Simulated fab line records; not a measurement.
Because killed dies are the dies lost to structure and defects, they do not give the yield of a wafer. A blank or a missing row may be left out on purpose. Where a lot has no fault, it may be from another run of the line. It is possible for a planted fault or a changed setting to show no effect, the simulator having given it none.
Split-lot experiment / flow n5Finfet / on a route of 1938 steps: 7 lots, 21 wafers read

## SPLIT DETAILS
At N5_BEOL_M14_EXPOSE_07 (exposes mask V13), the setting doseMj was moved away from the recipe's 57 on 5 of the 21 wafers read, by -7.0% to +4.0%. The other wafers ran this setting at the recipe's value.

## FROM THE SPLIT TO THE READING: what the file shows between them, 3 steps
- N5_BEOL_M14_PEB_08: peb time 90 s
- N5_BEOL_M14_DEVELOP_09: develop time 45 s
- N5_BEOL_M14_HARDBAKE_14: time 120 s

## THE READING
At N5_BEOL_M14_CD_MEAS_10: cdNm in nanometres, against a target cd of 250 nm. A value of 251.1 nm with a standard deviation of 1.4 nm is what fault-free wafers of this fab line usually give.

wafer=L074.2; tool, chamber at the split=krfScanner-02, 0; doseMj as run=57; against the recipe=recipe; cdNm, nm=247.1; against lot-mates on the recipe=-
wafer=L074.3; tool, chamber at the split=krfScanner-02, 0; doseMj as run=57; against the recipe=recipe; cdNm, nm=247.9; against lot-mates on the recipe=-
wafer=L074.5; tool, chamber at the split=krfScanner-02, 0; doseMj as run=57; against the recipe=recipe; cdNm, nm=248.6; against lot-mates on the recipe=-
wafer=L076.1; tool, chamber at the split=krfScanner-01, 0; doseMj as run=57; against the recipe=recipe; cdNm, nm=251.4; against lot-mates on the recipe=-
wafer=L076.4; tool, chamber at the split=krfScanner-01, 0; doseMj as run=57; against the recipe=recipe; cdNm, nm=249.4; against lot-mates on the recipe=-
wafer=L076.6; tool, chamber at the split=krfScanner-01, 0; doseMj as run=57; against the recipe=recipe; cdNm, nm=250.0; against lot-mates on the recipe=-
wafer=L077.1; tool, chamber at the split=krfScanner-01, 0; doseMj as run=57; against the recipe=recipe; cdNm, nm=252.0; against lot-mates on the recipe=-
wafer=L077.3; tool, chamber at the split=krfScanner-01, 0; doseMj as run=57; against the recipe=recipe; cdNm, nm=250.4; against lot-mates on the recipe=-
wafer=L077.5; tool, chamber at the split=krfScanner-01, 0; doseMj as run=57; against the recipe=recipe; cdNm, nm=254.1; against lot-mates on the recipe=-
wafer=L082.2; tool, chamber at the split=krfScanner-02, 0; doseMj as run=57; against the recipe=recipe; cdNm, nm=251.9; against lot-mates on the recipe=-
wafer=L082.3; tool, chamber at the split=krfScanner-02, 0; doseMj as run=58.51; against the recipe=+2.6%; cdNm, nm=257.7; against lot-mates on the recipe=+5.5
wafer=L082.6; tool, chamber at the split=krfScanner-02, 0; doseMj as run=57; against the recipe=recipe; cdNm, nm=252.4; against lot-mates on the recipe=-
wafer=L086.1; tool, chamber at the split=krfScanner-02, 0; doseMj as run=59.28; against the recipe=+4.0%; cdNm, nm=257.2; against lot-mates on the recipe=+5.4
wafer=L086.2; tool, chamber at the split=krfScanner-02, 0; doseMj as run=57; against the recipe=recipe; cdNm, nm=251.8; against lot-mates on the recipe=-
wafer=L086.5; tool, chamber at the split=krfScanner-02, 0; doseMj as run=59.28; against the recipe=+4.0%; cdNm, nm=257.9; against lot-mates on the recipe=+6.1
wafer=L091.1; tool, chamber at the split=krfScanner-02, 0; doseMj as run=57; against the recipe=recipe; cdNm, nm=250.2; against lot-mates on the recipe=-
wafer=L091.2; tool, chamber at the split=krfScanner-02, 0; doseMj as run=57; against the recipe=recipe; cdNm, nm=250.7; against lot-mates on the recipe=-
wafer=L091.6; tool, chamber at the split=krfScanner-02, 0; doseMj as run=57; against the recipe=recipe; cdNm, nm=250.4; against lot-mates on the recipe=-
wafer=L097.1; tool, chamber at the split=krfScanner-02, 0; doseMj as run=53.02; against the recipe=-7.0%; cdNm, nm=241.1; against lot-mates on the recipe=-11.3
wafer=L097.4; tool, chamber at the split=krfScanner-02, 0; doseMj as run=57; against the recipe=recipe; cdNm, nm=252.4; against lot-mates on the recipe=-
wafer=L097.5; tool, chamber at the split=krfScanner-02, 0; doseMj as run=53.02; against the recipe=-7.0%; cdNm, nm=240.9; against lot-mates on the recipe=-11.5

THE FIT
A straight line over all 21 wafers: cdNm changes by +1.54 nm for each +1% of doseMj; r = +0.92; the points scatter about the line by 1.8 nm.
The same after taking each lot's own level away (the mean of its wafers on the recipe; 21 wafers): +1.61 nm for each +1%; r = +0.98; scatter 0.84 nm.
That fit puts the effect of the largest move of doseMj on the reading at 11 nm.
Across the lots, their own levels run from 247.87 to 252.40 nm, a range of 3.2 times the standard deviation given above.
Hence the lot-to-lot level has little effect on the slope; both slopes agree.
Check: -11.2 nm against its lot-mates is what the line predicts for one of the wafers moved furthest among these (-7.0%) when that wafer is left out of the fit. It came out at -11.3 nm against them.

## THE OTHER SPLITS THESE WAFERS WENT THROUGH
Before the reading, these wafers also passed through other splits. Each is held against what the fit with the lots' levels taken away leaves over:
other split on the same wafers=N5_BEOL_M9_DEGAS_44 tempC; wafers away from the commonest value=4; r with cdNm (lot level and that fit taken away)=-0.22
other split on the same wafers=N5_BEOL_M11_COAT_05 spinRpm; wafers away from the commonest value=6; r with cdNm (lot level and that fit taken away)=+0.03
other split on the same wafers=N5_BEOL_M11_DESCUM_16 timeS; wafers away from the commonest value=7; r with cdNm (lot level and that fit taken away)=-0.24
other split on the same wafers=N5_BEOL_M11_TRENCH_ETCH_37 biasW; wafers away from the commonest value=5; r with cdNm (lot level and that fit taken away)=-0.07
other split on the same wafers=N5_BEOL_M11_CURE_72 timeS; wafers away from the commonest value=4; r with cdNm (lot level and that fit taken away)=-0.04
other split on the same wafers=N5_BEOL_M13_ETCH_59 timeS; wafers away from the commonest value=2; r with cdNm (lot level and that fit taken away)=+0.06
other split on the same wafers=N5_BEOL_M13_COAT_22 spinRpm; wafers away from the commonest value=8; r with cdNm (lot level and that fit taken away)=+0.21

## FILE'S OWN FIT
cdNm changes by +1.63 nm for each +1% of doseMj, r = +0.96.
